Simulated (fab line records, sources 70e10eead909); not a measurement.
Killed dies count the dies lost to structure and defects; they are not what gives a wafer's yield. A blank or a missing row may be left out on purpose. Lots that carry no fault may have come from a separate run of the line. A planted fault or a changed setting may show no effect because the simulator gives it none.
Matching of chambers + flow nandHarc + NHARC_A_BLC_ALD_23 on aldMetal-03: 4 sister chambers
The step deposits TiN, target thk 3 nm, pulse time 1 s, ald cycles 150. 14 wafers are shown with their chamber, then 7 later ones without.

WAFERS, EACH WITH ITS CHAMBER
| wafer  | chamber | heaterPowerW (W) | precursorPulseHeightRel |
|--------|---------|------------------|-------------------------|
| L074.1 | 2       | 1224             | 1.009                   |
| L074.2 | 0       | 1400             | 1.010                   |
| L074.5 | 3       | 1173             | 1.033                   |
| L075.1 | 2       | 1222             | 0.956                   |
| L075.2 | 3       | 1166             | 1.001                   |
| L075.5 | 3       | 1198             | 0.967                   |
| L082.2 | 2       | 1137             | 1.015                   |
| L082.4 | 3       | 1162             | 1.023                   |
| L082.6 | 0       | 1429             | 0.976                   |
| L080.2 | 3       | 1161             | 0.980                   |
| L080.4 | 1       | 1313             | 1.021                   |
| L080.5 | 3       | 1124             | 0.976                   |
| L089.2 | 3       | 1199             | 0.996                   |
| L089.4 | 2       | 1139             | 1.018                   |

SIGNATURES (averages over the wafers above)
| reading                 | chamber 0 | chamber 1 | chamber 2 | chamber 3 | scatter within a chamber |
|-------------------------|-----------|-----------|-----------|-----------|--------------------------|
| heaterPowerW            | 1414.50   | 1313.00   | 1180.50   | 1169.00   | 34                       |
| precursorPulseHeightRel | 0.99300   | 1.02100   | 0.99950   | 0.99657   | 0.026                    |
Rule: a wafer's distance from a chamber is the root of the sum, over the readings, of the square of ((its reading less the chamber's mean) divided by the reading's scatter). If the next closest chamber is less than 2 further off than the closest, the wafer can't be placed; otherwise it belongs to the closest. The scatter: take each reading less its chamber's mean, square it, sum over the shown wafers, divide by the number of wafers less the number of chambers, and take the root.

WAFERS WITHOUT THEIR CHAMBER
| wafer  | heaterPowerW (W) | precursorPulseHeightRel |
|--------|------------------|-------------------------|
| L089.5 | 1166             | 1.009                   |
| L093.3 | 1132             | 1.005                   |
| L093.5 | 1286             | 1.019                   |
| L093.6 | 1175             | 0.992                   |
| L094.1 | 1159             | 0.983                   |
| L094.4 | 1183             | 0.977                   |
| L094.5 | 1179             | 0.957                   |

CHAMBER TAKEN BY EACH
| wafer  | from the rows above     | in truth |
|--------|-------------------------|----------|
| L089.5 | can't be placed: 3 or 2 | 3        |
| L093.3 | can't be placed: 3 or 2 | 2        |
| L093.5 | 1                       | 1        |
| L093.6 | can't be placed: 3 or 2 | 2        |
| L094.1 | can't be placed: 3 or 2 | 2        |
| L094.4 | can't be placed: 3 or 2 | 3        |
| L094.5 | can't be placed: 3 or 2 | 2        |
1 of 7 placed correctly. Cannot be placed on the basis of these rows: 6; the candidates contain the true chamber in 6. Placed wrongly: 0.
